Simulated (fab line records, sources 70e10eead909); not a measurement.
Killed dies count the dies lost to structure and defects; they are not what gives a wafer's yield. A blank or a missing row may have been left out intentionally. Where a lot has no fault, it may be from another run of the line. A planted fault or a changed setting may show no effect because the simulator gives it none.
A struck lot beside a sound one -- flow nandHarc -- 12 out of 1159 route steps
Sound: the wafers L656.4, L656.5, L656.6. Struck: wafers L647.2, L647.3, L647.4. At the end, the cause is stated.
Per side, at each step with rows, come the tool, then ch with its chambers, and then its first start. Under that, the readings that differ: sound wafers -- struck wafers -- difference of the means -- sigmas: that difference in standard deviations of wafers without a fault.
alike: readings whose means differ by less than 2 such deviations, and words and numbers that are the same on both sides. not compared: withheld readings, readings that some wafer has no value for, bounds like >300 that may hide the same value, and numbers for which the record gives no deviation and whose values overlap.
Wherever a step has rows on one side only, a row that says differs or no value, or a row with sigmas, the two part there. Numbers that have no deviation but don't overlap get no sigmas and don't part them. A reading that every wafer of one side lacks parts them only if that side has two wafers or more.

first, 1 step without rows for these wafers: NHARC_A_STAIRCASE_SRD_329.
NHARC_A_STAIRCASE_ALD_415: deposits SiO2, target thk 30 nm, pulse time 6 s, ald cycles 300.
  sound on aldHk-01 ch 0,3, day 16 04:59; struck on aldHk-02 ch 0,2,3, day 15 10:55
  alike: heaterPowerW, precursorPulseHeightRel
NHARC_A_STAIRCASE_ETCHBACK_416: etches the open film in C4F8/O2/Ar, target depth 36 nm, time 7.2 s.
  sound: rieDiel-13 ch 0,1,3; struck: rieDiel-13 ch 0,1,3
reading,sound,struck,difference,sigmas
oesProductAu (a.u.),0.92 0.92 0.94,1.00 1.01 1.00,+0.08,+2
  alike: rfVppV
  not compared: rfHoursCounterH
then, 1 step without rows for these wafers: NHARC_A_STAIRCASE_STRIP_476 (strips in O2, time 20 s).
NHARC_A_STAIRCASE_DEP_417: deposits Si3N4, target thk 60 nm.
  sound on pecvd-01 ch 0,1,2, day 16 07:23; struck on pecvd-02 ch 0,1,2, day 15 13:10
  alike: heaterPowerW
then, 3 steps without rows for these wafers: NHARC_A_STAIRCASE_WET_418 (chemistry H3PO4, target depth 20 nm); NHARC_A_STAIRCASE_PRECLEAN_419 (cleans in SC1); NHARC_A_STAIRCASE_SRD_421.
NHARC_A_STAIRCASE_ALD_420: deposits SiO2, target thk 20 nm, pulse time 6 s, ald cycles 200.
  sound on aldHk-01 ch 0,2,3, day 16 08:56; struck on aldHk-01 ch 1,2,3, day 15 19:14
  alike: heaterPowerW, precursorPulseHeightRel
then, 1 step without rows for these wafers: NHARC_A_STAIRCASE_CVD_552 (deposits SiNx, target thk 40 nm).
NHARC_A_STAIRCASE_DEP_151: deposits SiO2, target thk 3800 nm.
  sound on pecvd-03 ch 0,1,2, day 16 15:50; struck on pecvd-02 ch 0,1,2, day 16 01:38
  alike: heaterPowerW
NHARC_A_STAIRCASE_ANNEAL_320: time 1800 s.
  sound on furnace-07 ch 0, day 16 19:46; struck on furnace-07, day 16 05:19
  no value came back on the struck wafers for runLengthS (s), spikeTcBottomC (C), zonePowerLowerPct (%); on the sound wafers runLengthS (s) reads 1818 1818 1818

WHERE THEY PART
At NHARC_A_STAIRCASE_ETCHBACK_416 first; at NHARC_A_STAIRCASE_ANNEAL_320 last (within this record only).

WHY: the cause the simulator had injected
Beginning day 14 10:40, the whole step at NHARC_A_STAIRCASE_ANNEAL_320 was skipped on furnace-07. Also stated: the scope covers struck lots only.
